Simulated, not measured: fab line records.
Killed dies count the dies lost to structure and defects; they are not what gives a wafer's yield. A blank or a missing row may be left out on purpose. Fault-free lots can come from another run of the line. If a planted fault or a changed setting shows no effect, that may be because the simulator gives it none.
8D (eight disciplines) problem report, filled in by code :: flow n5Finfet :: the parts of the form that need people (team, actions taken, sign-off) are left out
Where a reading is given only as a bound, like >300, the bound stands for it, and a mean or a difference that rests on one is marked > or <: the true number lies beyond.

== 1. WHAT IS WRONG ==
rawDefectCount at N5_HKMG_FIN_INSPECT_14 reads a mean of >300 on 2 wafers of 2 lots; wafers without a fault read 2.2 with a standard deviation of 1.6. That is +99 or more standard deviations from the usual mean.
The step: inspects for defects (macro).
Earliest sighting: wafer L842.1 on defectInspect-02 at day 4 19:59. At this step, 12 wafers from 4 lots have a number in the record. Rule for "out", or "out of limits": more than 4 standard deviations from the usual mean. Any other wafer with a number is counted as sound.

== 2. WHAT IT IS, AND WHAT IT ISN'T ==
question: which readings at this step
is: rawDefectCount
is not: -

question: which lots
is: L842, L847
is not: L846, L860

question: which wafers of those lots
is: L842.1, L847.2
is not: L842.5, L842.6, L847.4, L847.5

question: read on which gauges
is: defectInspect-02
is not: defectInspect-01

question: when
is: from day 4 19:59
is not: up to then (2 sound wafers); but 8 sound wafers of L846, L847, L860 came after

== 3. WHAT RULES OUT EACH SUSPECT ==
Counting: a tool at a process step up to the reading stays a suspect if it ran every lot that is out. Sound lots after the first of them don't rule it out here, since some wafers of a struck lot are sound.
- ruled out: the gauge at N5_HKMG_FIN_INSPECT_14. All the wafers that are out were read on defectInspect-02, but those of them that N5_PASSIVATION_PROBE_49 has rows for are out there too, on other tools.
- rieDiel-03 at N5_HKMG_FIN_STRIP_93 (strips SOC in N2/H2, time 20 s): kept. It ran every lot that is out, first L842 (day 4 17:18).
- At N5_HKMG_FIN_STRIP_93, inside rieDiel-03: chamber 1 took the wafers that are out, while their sound lot-mates went through chambers 0, 3.
Left after counting: rieDiel-03 at N5_HKMG_FIN_STRIP_93.

== 4. THE CAUSE (what the simulator had put in) ==
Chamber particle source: rieDiel-03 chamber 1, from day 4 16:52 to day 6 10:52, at N5_HKMG_FIN_STRIP_93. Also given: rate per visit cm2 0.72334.
Only this tool survived the counting.

== 5. SEQUENCE OF EFFECTS, ordered by route ==
Each row: a reading whose mean over the struck wafers that have a number lies more than 3 standard deviations from the usual. Readings are gone through only where the record gives a usual standard deviation; hours: the median, over the lots, of the time from a lot's start at the first step in this table giving one to that lot's start at this step; sigmas: the change measured in usual standard deviations.
hours: 0
step: N5_HKMG_FIN_INSPECT_14
reading: rawDefectCount
usual: 2.2
on struck wafers: >300
change: >+298
sigmas: +99 or more

hours: 219
step: N5_PASSIVATION_PROBE_49
reading: defectLimitedYield
usual: 91.2 %
on struck wafers: 83.7
change: -7.5
sigmas: -5.4

hours: 219
step: N5_PASSIVATION_PROBE_49
reading: killedAtFrontEnd
usual: 37
on struck wafers: 133
change: +96
sigmas: +9.6

hours: 219
step: N5_PASSIVATION_PROBE_49
reading: killedDies
usual: 103
on struck wafers: 192
change: +90
sigmas: +5.3

hours: 219
step: N5_PASSIVATION_PROBE_49
reading: killedOnRim
usual: 14
on struck wafers: 30
change: +16
sigmas: +4.7

hours: 219
step: N5_PASSIVATION_PROBE_49
reading: sort_bin_5_function
usual: 5.1 %
on struck wafers: 9.8
change: +4.7
sigmas: +5.1

hours: 219
step: N5_PASSIVATION_PROBE_49
reading: sortNPass
usual: 1077
on struck wafers: 988
change: -90
sigmas: -5.3

hours: 219
step: N5_PASSIVATION_PROBE_49
reading: sortYieldPct
usual: 91.2 %
on struck wafers: 83.7
change: -7.5
sigmas: -5.4
Its process steps:
- N5_PASSIVATION_PROBE_49
Later steps that measure or inspect, where all struck wafers having a row at the step show a number for every such reading and not one has moved that far: N5_BEOL_M4_RC_MEAS_101.

== 6. HOW IT WOULD HAVE BEEN CAUGHT EARLIER ==
Counted from the fault's start at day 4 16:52, it took 3 hours until the first out-of-limits reading at a measuring or inspecting step in this record, taken at day 4 19:59.
Tool readings at N5_HKMG_FIN_STRIP_93 with a usual standard deviation given in the record: none out on any struck wafer, hence no alarm at a limit of 4 standard deviations on them.
Of the lots that are out (2), L847 began N5_HKMG_FIN_STRIP_93 on rieDiel-03 after day 4 19:59. It would have been spared by a hold on the tool at that moment.
